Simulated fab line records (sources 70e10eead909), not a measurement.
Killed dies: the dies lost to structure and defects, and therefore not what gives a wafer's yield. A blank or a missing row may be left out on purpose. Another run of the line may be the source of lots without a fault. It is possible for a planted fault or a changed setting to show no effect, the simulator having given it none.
Matching of chambers -- flow nand-harc -- rie-diel-09 running NHARC_A_WL_FILL_STRIP_29: 4 sister chambers
The step strips in O2, time 20 s. 20 wafers are shown with their chamber, then 10 later ones without.

## WAFERS WITH THEIR CHAMBER
wafer,chamber,showerhead-plenum-p-Torr (Torr),drypump-motor-current-A (A),oes-product-au (a.u.)
L076.1,1,3.52,5.6,0.990
L076.2,0,3.67,5.6,1.013
L076.6,0,3.67,5.6,1.019
L079.1,2,3.56,6.1,0.993
L079.2,0,3.67,5.6,1.017
L079.5,2,3.56,6.1,0.998
L081.2,3,3.71,5.5,1.005
L081.4,3,3.71,5.5,1.008
L081.5,0,3.66,5.6,1.012
L083.2,2,3.56,6.1,0.994
L083.3,0,3.66,5.6,1.012
L083.4,0,3.66,5.5,1.023
L087.1,0,3.66,5.6,1.022
L087.4,3,3.71,5.5,0.998
L087.6,2,3.56,6.1,1.000
L086.1,3,3.71,5.5,0.991
L086.3,2,3.56,6.1,0.992
L086.6,0,3.66,5.6,1.017
L088.1,2,3.56,6.1,0.989
L088.2,1,3.52,5.6,0.975

SIGNATURES (averages over the wafers above)
reading,chamber 0,chamber 1,chamber 2,chamber 3,scatter within a chamber
showerhead-plenum-p-Torr,3.6638,3.5200,3.5600,3.7100,0.00342
drypump-motor-current-A,5.587,5.600,6.100,5.500,0.0234
oes-product-au,1.01687,0.98250,0.99433,1.00050,0.00558
Rule: for each reading, subtract the chamber's mean from the wafer's reading, divide by that reading's scatter and square the result; add these up over the readings and take the root, which gives the wafer's distance from the chamber. The wafer belongs to the nearest chamber; if the next one is less than 2 further off, it can't be placed. How the scatter is found: for the shown wafers, subtract from each reading the mean of its chamber, square and add these, divide the total by (wafers less chambers), then take the root.

## WAFERS MISSING THEIR CHAMBER
wafer,showerhead-plenum-p-Torr (Torr),drypump-motor-current-A (A),oes-product-au (a.u.)
L088.4,3.71,5.5,0.994
L092.3,3.56,6.1,0.994
L092.5,3.66,5.6,0.989
L092.6,3.56,6.1,0.993
L097.2,3.56,6.1,0.981
L097.4,3.66,5.6,0.990
L097.5,3.71,5.5,0.984
L095.2,3.56,6.0,0.985
L095.3,3.52,5.6,0.971
L095.5,3.66,5.6,0.984

## CHAMBER TAKEN BY EACH
wafer,from the rows above,in truth
L088.4,3,3
L092.3,2,2
L092.5,0,0
L092.6,2,2
L097.2,2,2
L097.4,0,0
L097.5,3,3
L095.2,2,2
L095.3,1,1
L095.5,0,0
Correctly placed: 10 of 10. Left unplaced by these rows: 0. 0 placed wrongly.
